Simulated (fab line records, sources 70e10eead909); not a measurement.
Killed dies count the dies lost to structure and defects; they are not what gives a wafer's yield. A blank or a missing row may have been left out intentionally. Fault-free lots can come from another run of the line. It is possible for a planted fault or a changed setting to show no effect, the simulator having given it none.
Which of the tools did it? ; flow nand-harc ; 11 lots, 33 wafers sampled, at 5 steps of a route of 1159

## WHAT THE GAUGES READ, wafer by wafer
NHARC_P_BONDPAD_THK_MEAS_33: measures by ellipsometry.
lot;measured;on;thk-nm (nm)
L497;day 6 19:38;film-metro-02;197.9 201.0 201.9
L500;day 7 04:37;film-metro-02;197.6 196.4 199.4
L501;day 7 05:24;film-metro-01;210.7 206.1 206.7 211.2 208.3 205.2
L503;day 8 00:05;film-metro-02;207.2 203.7 203.0 206.7 204.1 205.0
L504;day 7 23:44;film-metro-02;200.3 197.8 199.5
L514;day 10 15:18;film-metro-02;199.3 201.0 198.8
L513;day 10 15:40;film-metro-01;201.0 198.7 198.6
L516;day 10 23:17;film-metro-02;201.7 197.1 199.8
L517;day 11 06:29;film-metro-01;198.8 200.0 197.2
L518;day 11 11:17;film-metro-02;201.0 201.4 202.1
L519;day 11 21:15;film-metro-02;201.4 200.1 200.5

## TOOL THAT RAN EACH LOT (tool first, then ch and the chambers of the sampled wafers, then the start)
lot;NHARC_P_M2_ETCH_35;NHARC_P_M2_ANNEAL_31;NHARC_P_BONDPAD_DEP_00;NHARC_P_BONDPAD_CMP_32
L497;rie-diel-03 ch 0,3, day 6 15:55;rtp-anneal-02 ch 0, day 6 17:46;pecvd-02 ch 0,1,2, day 6 19:07;cmp-02 ch 0,3, day 6 19:25
L500;rie-diel-04 ch 1,2,3, day 7 00:50;rtp-anneal-01 ch 0, day 7 02:36;pecvd-03 ch 0,1, day 7 03:57;cmp-04 ch 0,1,3, day 7 04:25
L501;rie-diel-06 ch 0,3, day 7 00:52;rtp-anneal-02 ch 0, day 7 02:44;pecvd-02 ch 1,2, day 7 04:10;cmp-03 ch 0,1,2, day 7 05:13
L503;rie-diel-06 ch 0,1,2, day 7 19:22;rtp-anneal-01 ch 0, day 7 21:08;pecvd-02 ch 0,1,2, day 7 22:37;cmp-03 ch 0,1,2, day 7 23:50
L504;rie-diel-06 ch 1,2, day 7 19:54;rtp-anneal-02 ch 0, day 7 21:47;pecvd-02 ch 0,1,2, day 7 23:08;cmp-04 ch 0,1,3, day 7 23:29
L514;rie-diel-04 ch 0,1,3, day 10 11:26;rtp-anneal-02 ch 0, day 10 13:11;pecvd-04 ch 0,1, day 10 14:34;cmp-02 ch 0,3, day 10 15:03
L513;rie-diel-04 ch 0,2, day 10 11:53;rtp-anneal-02 ch 0, day 10 13:39;pecvd-03 ch 0,1, day 10 15:01;cmp-04 ch 0,1, day 10 15:25
L516;rie-diel-03 ch 0,1,3, day 10 19:20;rtp-anneal-02 ch 0, day 10 21:03;pecvd-03 ch 1,2, day 10 22:25;cmp-04 ch 0,1,3, day 10 23:02
L517;rie-diel-04 ch 0,1,2, day 11 02:45;rtp-anneal-01 ch 0, day 11 04:27;pecvd-02 ch 0,1,2, day 11 05:52;cmp-03 ch 0,2,3, day 11 06:15
L518;rie-diel-03 ch 0,2, day 11 07:23;rtp-anneal-01 ch 0, day 11 09:17;pecvd-03 ch 0,2, day 11 10:43;cmp-04 ch 1,2, day 11 11:01
L519;rie-diel-06 ch 0,1, day 11 17:31;rtp-anneal-01 ch 0, day 11 19:15;pecvd-03 ch 0,1,2, day 11 20:35;cmp-03 ch 2,3, day 11 21:01
- NHARC_P_M2_ETCH_35: etches the open film in N2/H2, target depth 40 nm, overetch 12 nm, time 43.94 s.
- NHARC_P_M2_ANNEAL_31: time 90 s.
- NHARC_P_BONDPAD_DEP_00: deposits SiCN, target thk 250 nm.
- NHARC_P_BONDPAD_CMP_32: polishes SiCN, target thk 200 nm.

## THE ANSWER, worked out from the rows above alone
Rule: the usual values come from the lots themselves. Put in order of their means at a reading, lots are off if they are a third of the lots or fewer, leave a main group of 4 or more, and stand apart from it by a gap of 3 or more times the standard deviation of the main group's means; of several such gaps the widest counts. If all means in a main group match to the digits the tables above print for the reading, that group is not used. A lot without any number at a reading at which 4 lots or more have one is off too. Where the step has rows for the other lots, those lots are counted as sound.
Off: L501, L503, at NHARC_P_BONDPAD_THK_MEAS_33 (thk-nm). Main group: mean 199.6 nm, sd 1.
A tool fits if, at a process step before that reading, it ran every lot that is off, and no sound lot after the first of them. Gauges at NHARC_P_BONDPAD_THK_MEAS_33: tried the same way as those tools. No candidate that was tried fits.

## WHAT THE SIMULATOR PUT IN
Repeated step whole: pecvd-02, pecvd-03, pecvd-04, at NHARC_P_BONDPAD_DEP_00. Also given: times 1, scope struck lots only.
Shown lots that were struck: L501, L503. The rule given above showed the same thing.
